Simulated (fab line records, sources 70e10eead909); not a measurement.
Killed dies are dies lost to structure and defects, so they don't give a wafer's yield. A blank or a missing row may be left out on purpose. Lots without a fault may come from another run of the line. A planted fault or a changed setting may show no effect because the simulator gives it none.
Which tool did it? | flow nand_harc | 7 lots, 21 wafers sampled, at 5 steps of a route of 1302

WHAT THE GAUGES READ, wafer by wafer
NHARC_P_M1_THK_MEAS_24: measures by xrf.
lot  | measured     | on            | thk_nm (nm)
L220 | day 7 12:01  | film_metro-01 | 155.3 159.8 156.0
L222 | day 8 21:05  | film_metro-01 | 158.1 156.3 156.3
L228 | day 10 18:40 | film_metro-02 | 404.8 411.0 404.0
L234 | day 12 18:08 | film_metro-01 | 154.8 157.3 158.4
L236 | day 13 22:55 | film_metro-01 | 158.2 156.5 157.2
L238 | day 14 12:35 | film_metro-02 | 154.8 157.4 157.6
L240 | day 15 17:35 | film_metro-01 | 158.7 158.3 156.6

WHICH TOOL RAN EACH LOT (tool, then ch and the chambers of the sampled wafers, then the start)
lot  | NHARC_P_M1_DESCUM_14               | NHARC_P_M1_PVD_21                       | NHARC_P_M1_ANNEAL_31             | NHARC_P_M1_CMP_23
L220 | rie_diel-09 ch 1,2,3, day 7 09:32  | pvd_sputter-01, day 7 11:24 or earlier  | rtp_anneal-01 ch 0, day 7 11:24  | cmp-03 ch 1,2, day 7 11:42
L222 | rie_diel-12 ch 0,1, day 8 18:39    | pvd_sputter-03, day 8 20:29 or earlier  | rtp_anneal-01 ch 0, day 8 20:29  | cmp-03 ch 0,1,3, day 8 20:50
L228 | rie_diel-09 ch 0,2,3, day 10 16:15 | pvd_sputter-03, day 10 18:01 or earlier | rtp_anneal-02 ch 0, day 10 18:01 | cmp-04 ch 0,1,3, day 10 18:23
L234 | rie_diel-12 ch 0,3, day 12 15:41   | pvd_sputter-01, day 12 17:29 or earlier | rtp_anneal-01 ch 0, day 12 17:29 | cmp-03 ch 2,3, day 12 17:49
L236 | rie_diel-01 ch 0,1,3, day 13 20:30 | pvd_sputter-02, day 13 22:19 or earlier | rtp_anneal-02 ch 0, day 13 22:19 | cmp-01 ch 1,2,3, day 13 22:36
L238 | rie_diel-12 ch 0,1,3, day 14 10:10 | pvd_sputter-03, day 14 11:59 or earlier | rtp_anneal-02 ch 0, day 14 11:59 | cmp-04 ch 1,2,3, day 14 12:18
L240 | rie_diel-09 ch 0,2,3, day 15 15:08 | pvd_sputter-01, day 15 16:56 or earlier | rtp_anneal-02 ch 0, day 15 16:56 | cmp-04 ch 0,1,3, day 15 17:17
- NHARC_P_M1_DESCUM_14: chemistry O2, time 3 s.
- NHARC_P_M1_PVD_21: deposits Cu, target thk 30 nm, time 20.49 s.
- NHARC_P_M1_ANNEAL_31: time 90 s.
- NHARC_P_M1_CMP_23: polishes, t overpolish 20 s, target thk 157.82 nm.

THE ANSWER, worked out from the rows above alone
Rule: what is usual is taken from the lots themselves. Put in order of their means at a reading, lots are off if they are a third of the lots or fewer, leave a main group of 4 or more, and stand apart from it by a gap of 3 or more times the standard deviation of the main group's means; of several such gaps the widest counts. A main group whose means are all the same, to the digits that the tables above print for the reading, isn't used. A lot without any number at a reading at which 4 lots or more have one is off too. The other lots that the step has rows for count as sound.
Off: L228, at NHARC_P_M1_THK_MEAS_24 (thk_nm). The main group: mean 157.1 nm, standard deviation 0.41.
A tool fits if, at a process step before that reading, it ran every lot that is off, and no sound lot after the first of them. The gauges at NHARC_P_M1_THK_MEAS_24 are tried like those tools. NHARC_P_M1_PVD_21 gives no start for some lots, so the hours and the order of its lots are those of NHARC_P_M1_ANNEAL_31. None of those tried fits.

WHAT THE SIMULATOR HAD PUT IN
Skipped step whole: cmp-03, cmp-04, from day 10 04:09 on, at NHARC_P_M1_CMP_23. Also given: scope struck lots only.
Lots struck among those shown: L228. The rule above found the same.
